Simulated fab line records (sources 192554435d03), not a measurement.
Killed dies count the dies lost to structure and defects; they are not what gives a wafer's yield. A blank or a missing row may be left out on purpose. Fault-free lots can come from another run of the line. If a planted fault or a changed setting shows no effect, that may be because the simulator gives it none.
Split-lot experiment || flow n5 finfet || on a route of 1938 steps: 7 lots, 21 wafers read

## THE SPLIT ITSELF
At N5_BEOL_M1_TRENCH_ETCH_37 (etches SiOC in C4F6/O2, target depth 55.207 nm, time 29 s), the setting bias w was moved away from the recipe's 185 W on 5 of the 21 wafers read, by -18.0% to +15.2%. For the rest of the wafers, this setting stayed at what the recipe calls for.

The reading is taken at the split's own step.

## THE READING
rf vpp V, in V, at N5_BEOL_M1_TRENCH_ETCH_37 (etches SiOC in C4F6/O2, target depth 55.207 nm, time 29 s). A value of 661 V with a standard deviation of 11 V is what fault-free wafers of this fab line usually give.

{"wafer": "L075.2", "tool, chamber at the split": "rie diel-03, 1", "bias w as run, W": 151.7, "against the recipe": "-18.0%", "rf vpp V, V": 570, "against lot-mates on the recipe": -96}
{"wafer": "L075.5", "tool, chamber at the split": "rie diel-03, 0", "bias w as run, W": 151.7, "against the recipe": "-18.0%", "rf vpp V, V": 570, "against lot-mates on the recipe": -96}
{"wafer": "L075.6", "tool, chamber at the split": "rie diel-03, 1", "bias w as run, W": 185, "against the recipe": "recipe", "rf vpp V, V": 666, "against lot-mates on the recipe": "-"}
{"wafer": "L081.2", "tool, chamber at the split": "rie diel-04, 3", "bias w as run, W": 185, "against the recipe": "recipe", "rf vpp V, V": 671, "against lot-mates on the recipe": "-"}
{"wafer": "L081.3", "tool, chamber at the split": "rie diel-04, 0", "bias w as run, W": 193.4, "against the recipe": "+4.5%", "rf vpp V, V": 695, "against lot-mates on the recipe": "+24"}
{"wafer": "L081.6", "tool, chamber at the split": "rie diel-04, 2", "bias w as run, W": 193.4, "against the recipe": "+4.5%", "rf vpp V, V": 685, "against lot-mates on the recipe": "+14"}
{"wafer": "L083.1", "tool, chamber at the split": "rie diel-01, 1", "bias w as run, W": 185, "against the recipe": "recipe", "rf vpp V, V": 674, "against lot-mates on the recipe": "-"}
{"wafer": "L083.4", "tool, chamber at the split": "rie diel-01, 0", "bias w as run, W": 185, "against the recipe": "recipe", "rf vpp V, V": 644, "against lot-mates on the recipe": "-"}
{"wafer": "L083.5", "tool, chamber at the split": "rie diel-01, 0", "bias w as run, W": 185, "against the recipe": "recipe", "rf vpp V, V": 645, "against lot-mates on the recipe": "-"}
{"wafer": "L085.2", "tool, chamber at the split": "rie diel-04, 0", "bias w as run, W": 185, "against the recipe": "recipe", "rf vpp V, V": 671, "against lot-mates on the recipe": "-"}
{"wafer": "L085.5", "tool, chamber at the split": "rie diel-04, 2", "bias w as run, W": 185, "against the recipe": "recipe", "rf vpp V, V": 661, "against lot-mates on the recipe": "-"}
{"wafer": "L085.6", "tool, chamber at the split": "rie diel-04, 3", "bias w as run, W": 185, "against the recipe": "recipe", "rf vpp V, V": 671, "against lot-mates on the recipe": "-"}
{"wafer": "L087.3", "tool, chamber at the split": "rie diel-03, 2", "bias w as run, W": 185, "against the recipe": "recipe", "rf vpp V, V": 645, "against lot-mates on the recipe": "-"}
{"wafer": "L087.5", "tool, chamber at the split": "rie diel-03, 2", "bias w as run, W": 185, "against the recipe": "recipe", "rf vpp V, V": 646, "against lot-mates on the recipe": "-"}
{"wafer": "L087.6", "tool, chamber at the split": "rie diel-03, 3", "bias w as run, W": 213.1, "against the recipe": "+15.2%", "rf vpp V, V": 742, "against lot-mates on the recipe": "+96"}
{"wafer": "L094.3", "tool, chamber at the split": "rie diel-01, 1", "bias w as run, W": 185, "against the recipe": "recipe", "rf vpp V, V": 675, "against lot-mates on the recipe": "-"}
{"wafer": "L094.5", "tool, chamber at the split": "rie diel-01, 2", "bias w as run, W": 185, "against the recipe": "recipe", "rf vpp V, V": 649, "against lot-mates on the recipe": "-"}
{"wafer": "L094.6", "tool, chamber at the split": "rie diel-01, 1", "bias w as run, W": 185, "against the recipe": "recipe", "rf vpp V, V": 674, "against lot-mates on the recipe": "-"}
{"wafer": "L095.1", "tool, chamber at the split": "rie diel-01, 2", "bias w as run, W": 185, "against the recipe": "recipe", "rf vpp V, V": 648, "against lot-mates on the recipe": "-"}
{"wafer": "L095.4", "tool, chamber at the split": "rie diel-01, 0", "bias w as run, W": 185, "against the recipe": "recipe", "rf vpp V, V": 644, "against lot-mates on the recipe": "-"}
{"wafer": "L095.5", "tool, chamber at the split": "rie diel-01, 0", "bias w as run, W": 185, "against the recipe": "recipe", "rf vpp V, V": 645, "against lot-mates on the recipe": "-"}

THE FIT
A straight line over all 21 wafers: rf vpp V changes by +5.17 V for each +1% of bias w; r = +0.95; the points scatter about the line by 12 V.
The same after taking each lot's own level away (the mean of its wafers on the recipe; 21 wafers): +5.54 V for each +1%; r = +0.98; scatter 8.6 V.
The reading moves by 1e+02 V for the largest change in bias w, on that fit.
Measured against the standard deviation above, the lots' own levels, which go from 645.5 to 671.0 V, span 2.3 times it.
The two slopes agree, so the slope changes little with the lot-to-lot level.
Check: for one of the wafers moved furthest among these (-18.0%), held out of the fit, the line's prediction against its lot-mates is -101 V. Against them it came out at -96 V.
Tool readings at the split's step, against how far the setting was moved: rf vpp V r = +0.95.

## OTHER SPLITS APPLIED TO THESE WAFERS
Other splits were also applied to these wafers ahead of the reading. Each is held against what the fit with the lots' levels taken away leaves over:
{"other split on the same wafers": "N5_MOL_CONTACT_COAG_EXPOSE_05 dose mj", "wafers away from the commonest value": 9, "r with rf vpp V (lot level and that fit taken away)": -0.07}
{"other split on the same wafers": "N5_MOL_CONTACT_COAG_ALD_131 ald cycles", "wafers away from the commonest value": 8, "r with rf vpp V (lot level and that fit taken away)": "+0.24"}
{"other split on the same wafers": "N5_MOL_CONTACT_COAG_ETCH_91 source w", "wafers away from the commonest value": 8, "r with rf vpp V (lot level and that fit taken away)": "+0.02"}
{"other split on the same wafers": "N5_BEOL_M0_SAQP_PECVD_04 time s", "wafers away from the commonest value": 8, "r with rf vpp V (lot level and that fit taken away)": -0.26}
{"other split on the same wafers": "N5_BEOL_M0_ETCH_138 source w", "wafers away from the commonest value": 8, "r with rf vpp V (lot level and that fit taken away)": -0.21}

## THE FILE'S OWN FIT
rf vpp V changes by +5.67 V for each +1% of bias w, r = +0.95.
